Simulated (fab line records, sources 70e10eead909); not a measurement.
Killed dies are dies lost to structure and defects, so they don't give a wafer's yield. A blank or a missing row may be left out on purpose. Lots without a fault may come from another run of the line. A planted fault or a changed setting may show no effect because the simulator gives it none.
Chamber matching | flow nand_harc | NHARC_P_M0_DEP_32 on pecvd-03: 3 sister chambers
The step deposits SiCN, target thk 30 nm. 3 wafers are shown with their chamber, then 7 later ones without.

WAFERS WITH THEIR CHAMBER
wafer  | chamber | heater_power_w (W)
L086.4 | 0       | 443
L089.1 | 2       | 499
L089.3 | 1       | 563

WAFERS WITHOUT THEIR CHAMBER
wafer  | heater_power_w (W)
L089.4 | 537
L091.2 | 527
L091.3 | 513
L091.4 | 474
L097.1 | 501
L097.4 | 499
L097.6 | 475

WHICH CHAMBER EACH WENT THROUGH
wafer  | from the rows above     | in truth
L089.4 | can't be placed: 1 or 2 | 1
L091.2 | can't be placed: 2 or 1 | 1
L091.3 | can't be placed: 2 or 1 | 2
L091.4 | can't be placed: 2 or 0 | 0
L097.1 | 2                       | 2
L097.4 | 2                       | 2
L097.6 | can't be placed: 2 or 0 | 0
Placed correctly: 2 of 7. Can't be placed from these rows: 5 (the true chamber is among the candidates in 5). Placed wrongly: 0.
How it was worked out, from the rows above alone: a wafer's distance from a chamber is the root of the sum, over the readings, of the square of ((its reading less the chamber's mean) divided by the reading's scatter). The wafer belongs to the nearest chamber; if the next one is less than 2 further off, it can't be placed. A chamber's mean is the mean of its shown wafers. The scatter: with one shown wafer a chamber, the root of the mean of the squares of how far each hidden wafer lies from its nearest shown one.
